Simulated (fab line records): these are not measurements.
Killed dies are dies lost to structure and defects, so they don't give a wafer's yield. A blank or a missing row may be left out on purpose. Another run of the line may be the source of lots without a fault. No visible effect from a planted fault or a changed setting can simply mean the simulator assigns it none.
Which tool was responsible? :: flow nandHarc :: Sampling: 6 lots, 18 wafers, 5 of 1302 route steps

== WHAT EACH GAUGE READ, for each wafer ==
NHARC_END_SORT_01.
lot: L288
measured: day 30 12:04
on: prober-02
killedAtArray: 36 24 25

== EACH LOT AND THE TOOL THAT RAN IT (in order: tool; ch and the chambers of the sampled wafers; start) ==
lot: L282
NHARC_A_STAIRCASE_HM_OPEN_460: rieDiel-04 ch 0,2,3, day 21 02:04 or earlier
NHARC_A_STAIRCASE_STRIP_295: rieDiel-04 ch 0,2, day 21 02:04 or earlier
NHARC_A_STAIRCASE_DEP_322: pecvd-02 ch 0,1,2, day 21 02:04
NHARC_A_STAIRCASE_DEP_325: pecvd-02 ch 0,1,2, day 21 12:16

lot: L287
NHARC_A_STAIRCASE_HM_OPEN_460: rieDiel-04 ch 0,2,3, day 22 02:02 or earlier
NHARC_A_STAIRCASE_STRIP_295: rieDiel-04 ch 0,3, day 22 02:02 or earlier
NHARC_A_STAIRCASE_DEP_322: pecvd-04 ch 0,2, day 22 02:02
NHARC_A_STAIRCASE_DEP_325: pecvd-04 ch 0,2, day 22 09:20

lot: L288
NHARC_A_STAIRCASE_HM_OPEN_460: rieDiel-04 ch 0,1,3, day 23 19:44 or earlier
NHARC_A_STAIRCASE_STRIP_295: rieDiel-04 ch 0,1,3, day 23 19:44 or earlier
NHARC_A_STAIRCASE_DEP_322: pecvd-04 ch 0,1,2, day 23 19:44
NHARC_A_STAIRCASE_DEP_325: pecvd-04 ch 0,1,2, day 24 05:47

lot: L294
NHARC_A_STAIRCASE_HM_OPEN_460: rieDiel-12 ch 0,1,2, day 25 07:50 or earlier
NHARC_A_STAIRCASE_STRIP_295: rieDiel-12 ch 0,3, day 25 07:50 or earlier
NHARC_A_STAIRCASE_DEP_322: pecvd-02 ch 0,1, day 25 07:50
NHARC_A_STAIRCASE_DEP_325: pecvd-03 ch 1,2, day 25 15:49

lot: L295
NHARC_A_STAIRCASE_HM_OPEN_460: rieDiel-12 ch 0,3, day 26 04:44 or earlier
NHARC_A_STAIRCASE_STRIP_295: rieDiel-12 ch 0,2,3, day 26 04:44 or earlier
NHARC_A_STAIRCASE_DEP_322: pecvd-04 ch 0,1, day 26 04:44
NHARC_A_STAIRCASE_DEP_325: pecvd-02 ch 0,2, day 26 13:22

lot: L297
NHARC_A_STAIRCASE_HM_OPEN_460: rieDiel-11 ch 1,2,3, day 28 20:14 or earlier
NHARC_A_STAIRCASE_STRIP_295: rieDiel-11 ch 0,1, day 28 20:14 or earlier
NHARC_A_STAIRCASE_DEP_322: pecvd-02 ch 0,2, day 28 20:14
NHARC_A_STAIRCASE_DEP_325: pecvd-02 ch 0,1,2, day 29 04:53
- NHARC_A_STAIRCASE_HM_OPEN_460: chemistry O2/COS.
- NHARC_A_STAIRCASE_STRIP_295: strips in O2.
- NHARC_A_STAIRCASE_DEP_322: deposits SiO2, target thk 7200 nm.
- NHARC_A_STAIRCASE_DEP_325: deposits SiO2, target thk 7200 nm.

== THE ANSWER, worked out from the rows above alone ==
Rule: the usual values come from the lots themselves. Put in order of their means at a reading, lots are off if they are a third of the lots or fewer, leave a main group of 4 or more, and stand apart from it by a gap of 3 or more times the standard deviation of the main group's means; of several such gaps the widest counts. Not used: any main group whose means are identical at the precision the tables above print for the reading. Also off: a lot with no number at a reading for which 4 or more lots have one. The other lots that the step has rows for count as sound.
Across all readings shown, no lot is off: no conclusion can be drawn from this.

== WHAT THE SIMULATOR PUT IN ==
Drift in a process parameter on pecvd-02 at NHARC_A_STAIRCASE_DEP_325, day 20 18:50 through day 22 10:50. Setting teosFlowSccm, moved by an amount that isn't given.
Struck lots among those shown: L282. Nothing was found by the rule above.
